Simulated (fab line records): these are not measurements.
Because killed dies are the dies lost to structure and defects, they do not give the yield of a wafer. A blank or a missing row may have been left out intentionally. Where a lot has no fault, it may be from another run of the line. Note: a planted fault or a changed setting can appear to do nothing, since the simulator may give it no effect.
fab line records | flow nand_harc
record: lots: 5 wafers: 15 last_day: 23
route steps=1159 shown A_BLC@975 A_M0@994 END@1159
lots that met no fault: from a run of the same line without faults
start_h: hours from the record's first day to the start of the lot's first wafer shown | wait_h: time in hours since the lot's previous step | " same as the row above | L1.1+2: a single row standing in for several wafers | - either no value or no given start | * or withheld: withheld | < > ~ a bound
route shown NAME@n: names a module that has steps shown in the file, with the first one's number in the route | usual: mean and standard deviation over wafers with no fault | same: alike in all rows | chamber/n: place in a boat | sites: per-site readings | _std_site: standard deviation across them | _edge_site: mean of outer sites minus mean of inner sites | radius_mm: for every site, how far away it sits from the centre of the wafer | mask NAME#n: copy n | behind: tool/chamber where the wafer was last shaped | hold: what put the lot on hold/how long, in hours/how the hold closed | device: the transistor (n, p or np) that didn't switch | end of line: the tests these same wafers got at the end of their route | a step given without rows: its recipe and nothing more | killed: the dies lost at the first sort to structure and to defects; this is not the yield of the wafer | map: per-die view of a wafer (x killed, . not killed, _ where there is no die)
set.NAME: the run value of the setting; set.NAME@STEP: its run value at that earlier step | model.NAME: the simulator's own value behind a step, which no gauge read
lots seen at some steps along the route; tables by step, rows by wafer
services: when a tool's chamber went out of use (start_h, in hours from the record's first day, below 0 if earlier), for how many hours, and the reason
== steps ==
step: NHARC_A_BLC_OVL_MEAS_11
usual: overlay_x_nm: 0.2/0.64 overlay_y_nm: 0.0/0.87
columns lot.wafer tool chamber start_h wait_h overlay_x_nm overlay_y_nm
L352.2 overlay-02 - 405.97 - 0.3 -0.2
L352.3 " - " " 0.1 -0.1
L352.4 " - " " 0.7 0.1
L354.3 overlay-01 - 434.13 - 0.8 2.5
L354.4 " - " " 0.5 1.8
L354.6 " - " " 0.1 2.2
L361.1 overlay-01 - 461.89 - 1.0 0.2
L361.2 " - " " 0.7 0.4
L361.4 " - " " 0.5 0.4
L363.3 overlay-02 - 475.80 - 1.6 0.1
L363.4 " - " " 1.6 -0.5
L363.6 " - " " 1.2 -0.1
L366.3 overlay-01 - 499.13 - 0.8 -1.1
L366.5 " - " " 0.8 -1.5
L366.6 " - " " 1.2 -1.6
step: NHARC_A_BLC_INSPECT_12
usual: raw_defect_count: 30/11
columns lot.wafer tool chamber start_h wait_h raw_defect_count
L352.2 defect_inspect-01 - 406.01 0.0 20
L352.3 " - " " 24
L352.4 " - " " 25
L354.3 defect_inspect-01 - 434.17 0.0 26
L354.4 " - " " 29
L354.6 " - " " 35
L361.1 defect_inspect-01 - 461.93 0.0 26
L361.2 " - " " 31
L361.4 " - " " 30
L363.3 defect_inspect-02 - 475.84 0.0 19
L363.4 " - " " 16
L363.6 " - " " 22
L366.3 defect_inspect-02 - 499.18 0.1 23
L366.5 " - " " 46
L366.6 " - " " 39
step: NHARC_A_BLC_DESCUM_15
recipe: time_s: 3 o2_flow_sccm: 200 ar_flow_sccm: 0 bias_power_w: 0 chemistry: O2
usual: drypump_motor_current_A: 5.9/0.5 oes_product_au: 0.998/0.01 rf_vpp_V: 58.1/0.85 showerhead_plenum_p_Torr: 1.97/0.055 throttle_valve_pct: 11.311/0.0082
columns lot.wafer tool chamber start_h wait_h drypump_motor_current_A oes_product_au rf_hours_counter_h rf_vpp_V showerhead_plenum_p_Torr throttle_valve_pct
L352.4 rie_diel-05 1 406.07 0.1 6.6 0.992 5 58.2 2.04 11.301
L352.2 " 2 " " 5.0 1.001 5 58.4 1.92 11.311
L352.3 " 0 " " 6.2 1.005 5 58.9 1.98 11.312
L354.3 rie_diel-08 3 434.23 0.1 6.0 0.986 14 57.3 2.02 11.298
L354.6 " 1 " " 6.3 1.012 - 57.0 1.97 11.312
L354.4 " 2 " " 5.3 1.000 - 57.6 1.97 11.325
L361.2 rie_diel-08 3 462.01 0.1 6.0 0.990 18 58.0 2.02 11.300
L361.1 " 1 " " 6.3 1.012 18 57.6 1.97 11.324
L361.4 " 3 " " 6.0 0.995 - 58.1 2.02 11.310
L363.3 rie_diel-05 0 475.91 0.1 6.2 0.991 11 58.1 1.98 11.314
L363.4 " 2 " " 5.0 1.017 11 57.7 1.92 11.312
L363.6 " 3 " " 5.7 0.998 - 56.4 1.96 11.318
L366.3 rie_diel-08 3 499.27 0.1 6.0 0.987 2 57.9 2.01 11.317
L366.5 " 1 " " 6.3 1.000 - 59.0 1.97 11.314
L366.6 " 2 " " 5.3 1.003 - 59.1 1.97 11.302
step: NHARC_A_BLC_ETCH_16
recipe: target_depth_a: 390 over_etch_frac: 0.3 time_s: 65 ion_energy_ev: 80 cf4_flow_sccm: 150 ar_flow_sccm: 0 rf_w: 300 bias_w: 100 chemistry: CF4
step: NHARC_A_BLC_ETCH_17
recipe: target_depth_a: 3900 over_etch_frac: 0.25 time_s: 609.38 ion_energy_ev: 200 n2_flow_sccm: 150 h2_flow_sccm: 150 ar_flow_sccm: 0 rf_w: 400 bias_w: 150 chemistry: N2/H2
usual: drypump_motor_current_A: 5.9/0.49 oes_product_au: 0.997/0.0096 rf_vpp_V: 432.2/1.8 showerhead_plenum_p_Torr: 2.10/0.061 throttle_valve_pct: 14.171/0.0087
columns lot.wafer tool chamber start_h wait_h drypump_motor_current_A oes_product_au rf_hours_counter_h rf_vpp_V showerhead_plenum_p_Torr throttle_valve_pct
L352.3 rie_diel-05 0 - - 6.2 0.983 5 432.7 2.11 14.168
L352.4 " 1 " " 6.6 1.000 5 434.2 2.18 14.168
L352.2 " 2 " " 5.0 1.010 5 429.1 2.05 14.179
L354.3 rie_diel-08 3 - - 6.0 0.997 14 433.7 2.15 14.165
L354.4 " 1 " " 6.3 1.014 - 432.3 2.10 14.170
L354.6 " 2 " " 5.3 0.994 - 432.0 2.11 14.163
L361.1 rie_diel-08 1 - - 6.3 0.995 18 430.5 2.10 14.155
L361.2 " 3 " " 6.0 0.993 18 434.2 2.15 14.167
L361.4 " 1 " " 6.3 1.000 - 433.4 2.10 14.180
L363.3 rie_diel-05 2 - - 5.0 1.006 11 432.6 2.05 14.174
L363.4 " 1 " " 6.6 1.005 11 433.2 2.17 14.168
L363.6 " 2 " " 5.0 1.008 - 429.5 2.05 14.162
L366.3 rie_diel-08 1 - - 6.3 1.001 2 432.4 2.10 14.171
L366.6 " 1 " " 6.3 0.998 - 432.7 2.10 14.185
L366.5 " 2 " " 5.3 1.015 - 433.0 2.10 14.174
step: NHARC_A_BLC_ETCH_18
recipe: target_depth_a: 9100 c4f8_flow_sccm: 20 o2_flow_sccm: 10 ar_flow_sccm: withheld rf_w: 600 bias_w: 1500 chemistry: C4F8/O2/Ar
step: NHARC_A_BLC_CD_MEAS_19
usual: cd_nm: 100.1/1.8
columns lot.wafer tool chamber start_h wait_h cd_nm
L352.2 cd_sem-02 - 407.05 - 103.2
L352.3 " - " " 99.5
L352.4 " - " " 100.5
L354.3 cd_sem-03 - 435.39 - 102.9
L354.4 " - " " 100.0
L354.6 " - " " 98.7
L361.1 cd_sem-01 - 463.14 - 101.4
L361.2 " - " " 102.1
L361.4 " - " " 100.6
L363.3 cd_sem-01 - 476.88 - 99.2
L363.4 " - " " 101.2
L363.6 " - " " 98.7
L366.3 cd_sem-01 - 500.41 - 96.7
L366.5 " - " " 100.9
L366.6 " - " " 96.9
step: NHARC_A_BLC_STRIP_29
recipe: cf4_flow_sccm: 150 ar_flow_sccm: 0 bias_w: 0 chemistry: CF4
usual: drypump_motor_current_A: 5.9/0.52 oes_product_au: 0.999/0.01 rf_vpp_V: 59.5/0.95 showerhead_plenum_p_Torr: 1.80/0.061 throttle_valve_pct: 13.284/0.0088
columns lot.wafer tool chamber start_h wait_h drypump_motor_current_A oes_product_au rf_hours_counter_h rf_vpp_V showerhead_plenum_p_Torr throttle_valve_pct
L352.2 rie_diel-05 3 407.12 0.1 5.6 0.990 6 60.0 1.81 13.265
L352.3 " 1 " " 6.6 0.985 5 61.6 1.87 13.281
L352.4 " 2 " " 5.0 1.011 5 57.4 1.78 13.282
L354.4 rie_diel-05 1 435.46 0.1 6.6 0.991 7 60.5 1.87 13.281
L354.3 " 0 " " 6.2 1.004 7 59.7 1.83 13.288
L354.6 " 2 " " 5.0 1.011 - 59.7 1.78 13.290
L361.1 rie_diel-05 2 463.22 0.1 5.0 1.016 10 58.2 1.78 13.295
L361.4 " 3 " " 5.6 1.002 10 60.4 1.81 13.284
L361.2 " 0 " " 6.2 0.996 10 60.5 1.83 13.287
L363.3 rie_diel-08 3 476.97 0.1 6.0 1.001 20 58.7 1.86 13.289
L363.6 " 3 " " 6.0 1.001 - 60.9 1.86 13.292
L363.4 " 2 " " 5.3 1.009 - 59.5 1.82 13.286
L366.3 rie_diel-05 2 500.50 0.1 5.0 1.011 13 57.9 1.77 13.295
L366.5 " 0 " " 6.2 0.988 - 61.3 1.82 13.283
L366.6 " 1 " " 6.6 0.989 - 60.8 1.87 13.299
step: NHARC_A_BLC_STRIP_21
recipe: o2_flow_sccm: 500 ar_flow_sccm: 0 bias_w: 0 chemistry: O2
step: NHARC_A_BLC_STRIP_22
recipe: time_s: 600 temp_c: 30 chemistry: post_etch_residue_remover
step: NHARC_A_BLC_DEGAS_30
recipe: temp_c: 300 time_s: 60
usual: heater_power_w: 482/55
columns lot.wafer tool chamber start_h wait_h heater_power_w
L352.2 pvd_sputter-01 - 407.66 - 381
L352.3 " - " " 456
L352.4 " - " " 487
L354.3 pvd_sputter-01 - 436.00 - 389
L354.4 " - " " 483
L354.6 " - " " 427
L361.2 pvd_sputter-02 - 463.74 - 498
L361.1 " - " " 486
L361.4 " - " " 522
L363.3 pvd_sputter-02 - 477.55 - 510
L363.4 " - " " 553
L363.6 " - " " 496
L366.3 pvd_sputter-03 - 501.03 - 495
L366.5 " - " " 477
L366.6 " - " " 563
step: NHARC_A_BLC_PRE_CLEAN_31
recipe: time_s: 15 bias_v: 250 gas: Ar
step: NHARC_A_BLC_PVD_32
recipe: target_thk_a: 50 chamber_pressure_pa: 5 power_w: 5000 substrate_temp_c: 200 time_s: 17.7 material: Ti
usual: throttle_valve_pct: 30.1/0.79
columns lot.wafer tool chamber start_h wait_h throttle_valve_pct
L352.2 pvd_sputter-01 - 407.77 - 29.8
L352.4 " - " " 29.4
L352.3 " - " " 30.5
L354.3 pvd_sputter-01 - 436.14 - 29.3
L354.4 " - " " 29.6
L354.6 " - " " 30.8
L361.2 pvd_sputter-02 - 463.87 - 31.6
L361.1 " - " " 31.8
L361.4 " - " " 29.5
L363.4 pvd_sputter-02 - 477.68 - 31.8
L363.3 " - " " 29.7
L363.6 " - " " 31.3
L366.3 pvd_sputter-03 - 501.17 - 30.3
L366.5 " - " " 29.2
L366.6 " - " " 30.6
step: NHARC_A_BLC_ALD_23
recipe: target_thk_a: 30 pulse_time_s: 1 ald_cycles: 150 temp_c: 450 material: TiN
step: NHARC_A_BLC_CVD_24
recipe: target_thk_a: 1500 temp_c: 300 pressure_torr: 40 wf6_flow_sccm: 40 h2_flow_sccm: 1600 ar_flow_sccm: 1560 time_s: 434 material: W
step: NHARC_A_BLC_CMP_25
recipe: t_overpolish_s: 30 target_thk_nm: 150
step: NHARC_A_BLC_SRD_27
step: NHARC_A_M0_DEP_00
recipe: target_thk_a: 1500 target_thk_nm: 150 temp_c: withheld pressure_torr: 5 flow_sccm: 200 rf_w: 600 material: SiOC
step: NHARC_A_M0_DEHYDRATE_01
recipe: temp_c: 150 time_s: 120
step: NHARC_A_M0_HMDS_02
recipe: time_s: 30
step: NHARC_A_M0_COAT_33
recipe: temp_c: 200 time_s: 65
step: NHARC_A_M0_COAT_03
recipe: spin_rpm: 1500 resist_thk_nm: 90
step: NHARC_A_M0_SOFTBAKE_04
recipe: temp_c: 105 time_s: 55
step: NHARC_A_M0_EBR_05
step: NHARC_A_M0_EXPOSE_06
recipe: na: 1.35 target_cd_nm: 80 dose_mj: 83.25 mask_id: A_M0
step: NHARC_A_M0_PEB_07
recipe: peb_temp_c: 100 peb_time_s: 65
step: NHARC_A_M0_DEVELOP_08
recipe: develop_time_s: 35 dev_temp_c: 23
step: NHARC_A_M0_CD_MEAS_09
recipe: target_cd_nm: 80 landing_energy_ev: 500
usual: cd_nm: 80.1/0.61
columns lot.wafer tool chamber start_h wait_h cd_nm
L352.2 cd_sem-03 0 412.50 - 79.0
L352.3 " 0 " " 80.2
L352.4 " 0 " " 79.8
L354.3 cd_sem-01 0 438.37 - 80.3
L354.4 " 0 " " 80.4
L354.6 " 0 " " 80.0
L361.1 cd_sem-01 0 465.91 - 80.8
L361.2 " 0 " " 80.3
L361.4 " 0 " " 79.9
L363.3 cd_sem-02 0 488.30 - 79.3
L363.4 " 0 " " 79.4
L363.6 " 0 " " 80.1
L366.3 cd_sem-03 0 507.78 - 80.2
L366.5 " 0 " " 79.6
L366.6 " 0 " " 79.5
step: NHARC_A_M0_OVL_MEAS_10
recipe: pitch_nm: 160
usual: overlay_x_nm: 0.1/0.83 overlay_y_nm: 0.0/1.1
columns lot.wafer tool chamber start_h wait_h overlay_x_nm overlay_y_nm
L352.2 overlay-01 - 412.58 - -0.5 -2.4
L352.3 " - " " 0.4 -2.2
L352.4 " - " " -0.4 -2.5
L354.3 overlay-02 - 438.46 - 0.1 -0.2
L354.4 " - " " 0.3 -0.9
L354.6 " - " " 0.7 -1.1
L361.1 overlay-02 - 466.00 - 1.2 0.7
L361.2 " - " " 1.1 0.7
L361.4 " - " " 1.0 0.9
L363.3 overlay-01 - 488.38 - 1.3 1.8
L363.4 " - " " 1.4 1.8
L363.6 " - " " 1.5 2.1
L366.3 overlay-01 - 507.86 - -0.7 1.4
L366.5 " - " " -0.8 1.6
L366.6 " - " " -1.3 1.4
step: NHARC_A_M0_DESCUM_14
recipe: time_s: 3 o2_flow_sccm: 200 ar_flow_sccm: 0 bias_power_w: 0 chemistry: O2
step: NHARC_A_M0_ETCH_34
recipe: target_depth_a: 400 overetch_a: 120 time_s: 43.94 ion_energy_ev: 200 n2_flow_sccm: 150 h2_flow_sccm: 150 ar_flow_sccm: 0 rf_w: 400 bias_w: 150 chemistry: N2/H2
step: NHARC_A_M0_ETCH_15
recipe: target_depth_a: 1500 overetch_a: 150 time_s: 82.5 c4f8_flow_sccm: withheld ar_flow_sccm: 400 rf_w: 600 bias_w: 300 chemistry: C4F8/Ar
step: NHARC_A_M0_CD_MEAS_16
usual: cd_nm: 80.0/0.8
columns lot.wafer tool chamber start_h wait_h cd_nm
L352.2 cd_sem-02 - 412.98 - 78.9
L352.3 " - " " 81.0
L352.4 " - " " 80.2
L354.3 cd_sem-01 - 438.86 - 80.4
L354.4 " - " " 80.2
L354.6 " - " " 80.0
L361.1 cd_sem-03 - 466.40 - 80.5
L361.2 " - " " 81.3
L361.4 " - " " 80.1
L363.3 cd_sem-03 - 488.79 - 78.7
L363.4 " - " " 79.5
L363.6 " - " " 80.1
L366.3 cd_sem-01 - 508.26 - 80.7
L366.5 " - " " 79.8
L366.6 " - " " 79.9
step: NHARC_A_M0_STRIP_18
recipe: power_w: 1000 n2_flow_sccm: 150 h2_flow_sccm: 150 ar_flow_sccm: 0 bias_w: 0 chemistry: N2/H2
step: NHARC_A_M0_STRIP_19
recipe: time_s: 600 temp_c: 30 chemistry: post_etch_residue_remover
step: NHARC_A_M0_DEGAS_28
recipe: temp_c: 250 time_s: 60
step: NHARC_A_M0_PRE_CLEAN_29
recipe: time_s: 30 temp_c: 280 gas: H2/He
step: NHARC_A_M0_PVD_20
recipe: target_thk_a: 50 bias_v: 168.6 power_w: 15000 chamber_pressure_pa: 0.12 time_s: 8.06 substrate_temp_c: 50 material: TaN
step: NHARC_A_M0_PVD_21
recipe: target_thk_a: 300 chamber_pressure_pa: 5 power_w: 5000 substrate_temp_c: 30 time_s: 20.49 material: Cu
usual: throttle_valve_pct: 30.0/0.65
columns lot.wafer tool chamber start_h wait_h throttle_valve_pct
L352.2 pvd_sputter-03 - - - 29.7
L352.3 " - " " 29.9
L352.4 " - " " 30.3
L354.3 pvd_sputter-01 - - - 29.1
L354.4 " - " " 30.7
L354.6 " - " " 29.3
L361.2 pvd_sputter-01 - - - 30.6
L361.1 " - " " 29.8
L361.4 " - " " 29.2
L363.4 pvd_sputter-03 - - - 30.7
L363.3 " - " " 29.6
L363.6 " - " " 30.5
L366.3 pvd_sputter-01 - - - 29.8
L366.6 " - " " 30.6
L366.5 " - " " 29.9
step: NHARC_END_SORT_01
recipe: temp_c: 25
usual: killed_at_array: 27/8 killed_at_other: 0.8/1.2 killed_at_periphery: 3.3/2.3 killed_dies: 31/8.8 killed_open: 3.2/2.1 killed_short: 2.1/1.4
same: gross_dies: 677
columns lot.wafer tool chamber start_h wait_h killed_at_array killed_at_other killed_at_periphery killed_dies killed_open killed_short
L354.6 prober-01 0 487.37 4.0 137 0 2 139 6 1
killed by level:class
L354.6 A_BLC:unspecified=100 A_CHANNEL_HOLE_D1:chamber_film_flake=15 A_SLIT:chamber_film_flake=11 A_STAIRCASE:chamber_film_flake=2 P_GATE:geometric_particle:open=1 A_ONON_D1:geometric_particle:short=1 A_ONON_D1:geometric_particle:open=1 A_CONTACT:geometric_particle:open=1
map L354.6 (x killed, . not)
____________x____________
_________.xxx..._________
_______..xxx.xxx.._______
______..xxxxx.xx...______
_____x...xxxxxxx...._____
____...xxxxxxxxx.....____
____.x..xxxxxxxxx....____
___..x..xxxxxxxx..x...___
___...x.xxxxxxxxx.....___
__....xxxxxxxxxxxx.....__
__....x.xxxxxxxxx......__
_...x..xxxxxxxxx........_
_.....x..xxxxxxx........_
_...x.....xxxxx........._
_x.x...x...x............_
_............x.x........_
...........xx...x........
.............x..x........
x...............x........
.......x....x...x........
............x.x.x.......x
_............x..x......._
_.............x......x.._
_.............x...x....._
_......................._
_......................._
__.....................__
__.....................__
___...................___
___...................___
____.................____
____....x.x..........____
_____.......x......._____
______.............______
_______..........._______
_________......._________
____________.____________
map L352.3 (x killed, . not)
____________.____________
_________......._________
_______..........._______
______.............______
_____..............._____
____.................____
____......x....x.....____
___......x...x........___
___.......x...........___
__.....................__
__.....................__
_......................._
_......................._
_x..............x......._
_.............x.xx......_
_...............x......._
.................x.......
..........x..x..x........
...............xx........
............x..x.........
.....x............x......
_.x..........x.........._
_...................x..._
_......................._
_.x....................._
_......................._
__.........x...........__
__.x...................__
___................x..___
___...................___
____.................____
____.............x...____
_____..............._____
______.....x.......______
_______..........._______
_________......._________
____________.____________
== services ==
columns tool chamber start_h hours kind
pvd_sputter-02 - 392.00 10.0 pm
rie_diel-05 0 398.61 - clean
rie_diel-05 1 398.61 - clean
rie_diel-05 2 398.61 - clean
rie_diel-05 3 398.61 - clean
rie_diel-08 0 416.34 102.6 repair
rie_diel-05 0 423.20 - clean
rie_diel-05 1 423.20 - clean
rie_diel-05 2 423.20 - clean
rie_diel-05 3 423.20 - clean
rie_diel-05 2 429.54 1.5 repair
rie_diel-08 - 435.59 0.2 repair
pvd_sputter-03 - 440.19 3.5 repair
rie_diel-05 0 447.70 - clean
rie_diel-05 1 447.70 - clean
rie_diel-05 2 447.70 - clean
rie_diel-05 3 447.70 - clean
pvd_sputter-03 - 458.00 10.0 pm
rie_diel-05 0 472.20 - clean
rie_diel-05 1 472.20 - clean
rie_diel-05 2 472.20 - clean
rie_diel-05 3 472.20 - clean
rie_diel-08 - 478.80 9.0 pm
pvd_sputter-03 - 505.02 1.3 repair
== key ==
first_sign: step: NHARC_END_SORT_01 reading: killed_at_array direction: up sigmas: 14 usual: 27 struck: 137
effect: step: NHARC_END_SORT_01 reading: killed_dies direction: up sigmas: 12 usual: 31 struck: 139
more_kills_born_at: NHARC_A_BLC_PVD_32@pvd_sputter-01: 100
met_at NHARC_A_BLC_PVD_32
struck_wafers L354.6
tester_left_out L354
onset_between 407.77 436.14
fault: kind: chamber_particle_source tool: pvd_sputter-01 chamber: - onset_h: 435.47 steps: NHARC_A_BLC_PVD_32 rate_per_visit_cm2: 1.4735 end_h: 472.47 scope: struck_wafers_only
tester_left_out: of these lots the tester's yield and bins aren't shown, on N5 and GAA mostly nor the transistor test; their killed dies are dies lost to structure and defects alone, not to doping, threshold or leakage, so they don't give the yield
